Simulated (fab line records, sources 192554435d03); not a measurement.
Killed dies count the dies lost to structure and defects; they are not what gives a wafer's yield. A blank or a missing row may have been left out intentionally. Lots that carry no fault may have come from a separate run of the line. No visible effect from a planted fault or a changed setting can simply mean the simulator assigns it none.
Chamber matching -- flow n5Finfet -- N5_MOL_CONTACT_COAG_ALD_27 on aldSin-02: 4 sister chambers
The step deposits SiOC, target thk 17 nm, pulse time 1.5 s, time 2720 s. 24 wafers are shown with their chamber, then 12 later ones without.

EACH WAFER AND ITS CHAMBER
wafer,chamber,heaterPowerW (W),precursorPulseHeightRel
L074.1,3,826,0.994
L074.3,0,765,1.010
L074.6,1,888,0.995
L075.1,3,851,0.978
L075.4,0,789,1.004
L075.5,0,785,0.983
L077.2,3,833,0.963
L077.3,0,782,1.008
L077.6,0,805,0.997
L079.1,0,788,0.985
L079.4,3,838,1.062
L079.5,3,863,0.994
L083.2,2,851,1.008
L083.3,1,884,0.981
L083.5,1,862,0.988
L085.1,0,781,0.983
L085.4,2,856,0.974
L085.5,3,816,0.972
L089.1,2,869,1.019
L089.3,0,785,1.004
L089.5,1,906,1.011
L090.4,3,855,1.027
L090.5,3,864,1.009
L090.6,0,780,1.006

SIGNATURES (means of the wafers above)
reading,chamber 0,chamber 1,chamber 2,chamber 3,scatter within a chamber
heaterPowerW,784.44,885.00,858.67,843.25,14.5
precursorPulseHeightRel,0.99778,0.99375,1.00033,0.99987,0.0223
Rule: distance of a wafer from a chamber = root of the sum over the readings of ((wafer's reading minus chamber's mean) / reading's scatter) squared. The wafer belongs to the nearest chamber; if the next one is less than 2 further off, it can't be placed. The scatter: take each reading less its chamber's mean, square it, sum over the shown wafers, divide by the number of wafers less the number of chambers, and take the root.

WAFERS WHOSE CHAMBER IS MISSING
wafer,heaterPowerW (W),precursorPulseHeightRel
L091.2,774,1.025
L091.4,869,1.001
L091.6,762,0.971
L093.2,849,1.005
L093.4,781,1.034
L093.5,859,1.016
L094.1,851,1.024
L094.4,848,1.021
L094.5,874,0.995
L095.2,797,1.017
L095.5,871,1.013
L095.6,849,0.978

CHAMBER TAKEN BY EACH
wafer,from the rows above,in truth
L091.2,0,0
L091.4,can't be placed: 2 or 1 or 3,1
L091.6,0,0
L093.2,can't be placed: 3 or 2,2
L093.4,0,0
L093.5,can't be placed: 2 or 3 or 1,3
L094.1,can't be placed: 2 or 3 or 1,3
L094.4,can't be placed: 3 or 2 or 1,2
L094.5,can't be placed: 1 or 2 or 3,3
L095.2,0,0
L095.5,can't be placed: 2 or 1 or 3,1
L095.6,can't be placed: 3 or 2 or 1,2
Placed correctly: 4 of 12. From these rows, 8 cannot be placed; in 8 the true chamber is one of the candidates. Number placed wrongly: 0.
